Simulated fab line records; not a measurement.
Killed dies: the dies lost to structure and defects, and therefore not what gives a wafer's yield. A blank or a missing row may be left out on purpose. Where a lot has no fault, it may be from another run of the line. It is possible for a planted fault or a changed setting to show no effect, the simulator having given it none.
Code-filled problem report in 8D (eight disciplines) form ; flow n5 finfet ; the parts of the form that need people (team, actions taken, sign-off) are left out

== 1. WHAT IS WRONG ==
Wafers without a fault read 1499.9 rpm, standard deviation 0.89; spin speed rpm at N5_MOL_CONTACT_COAG_COAT_75 reads a mean of 1438.1 rpm on 6 wafers belonging to 2 lots. That is -69 standard deviations from the usual mean.
The step: time 60 s, resist thk 60 nm.
Earliest sighting: wafer L191.1 on litho track-05 at day 6 07:59. The record has a number at this step for 30 wafers belonging to 10 lots. Rule for "out" (also "out of limits"): further than 4 standard deviations from the usual mean. The rest of the wafers with a number are treated as sound.

== 2. WHAT IT IS AND WHAT IT IS NOT ==
question;is;is not
which readings at this step;spin speed rpm;dispense pressure kPa, exhaust pa
which lots;L191, L196;L186, L188, L202, L205, L206, L207, L208, L209
which wafers of those lots;all that have a number;-
read on which tools;litho track-05;litho track-02, litho track-03
when;from day 6 07:59;"up to then (6 sound wafers); but 18 sound wafers of L202, L205, L206, L207, L208, L209 came after"

== 3. SUSPECTS, AND WHAT RULES EACH OUT ==
Counting: a tool at a process step up to the reading stays a suspect if it ran every lot that is out and no sound lot after the first of them.
- ald sin-01 at N5_MOL_CONTACT_COAG_ALD_27 (deposits SiOC, target thk 17 nm, pulse time 1.5 s, time 2720 s): ruled out as a lasting fault. After its first lot that is out, L191 (day 6 05:23), sound lots L202, L205 ran on it.
- litho track-05 at N5_MOL_CONTACT_COAG_COAT_75 (time 60 s, resist thk 60 nm): ruled out as a lasting fault. After its first lot that is out, L191 (day 6 07:59), sound lots L205, L209 ran on it.
Left after counting: nothing in the record.

== 4. THE CAUSE (what the simulator had put in) ==
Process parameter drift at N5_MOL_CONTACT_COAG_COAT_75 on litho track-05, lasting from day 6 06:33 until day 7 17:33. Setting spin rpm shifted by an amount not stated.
Counting ruled it out, wrongly.

== 5. THE EFFECT CHAIN, in route order ==
Each row: a reading where the mean over the struck wafers with a number is more than 3 standard deviations away from the usual. Readings are gone through only where the record gives a usual standard deviation; hours: the median, over the lots, of the time from a lot's start at the first step in this table giving one to that lot's start at this step; sigmas: the change measured in usual standard deviations.
hours;step;reading;usual;on struck wafers;change;sigmas
0;N5_MOL_CONTACT_COAG_COAT_75;spin speed rpm;1499.9 rpm;1438.1;-61.8;-69
Process steps it contains:
- N5_MOL_CONTACT_COAG_COAT_75: time 60 s, resist thk 60 nm.
Later steps that measure or inspect, where all struck wafers having a row at the step show a number for every such reading and not one has moved that far: N5_BEOL_M4_RC_MEAS_101.

== 6. WHAT WOULD HAVE CAUGHT IT SOONER ==
In this record the first reading out of limits was taken at day 6 07:59, 1 hour after the fault began at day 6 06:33.
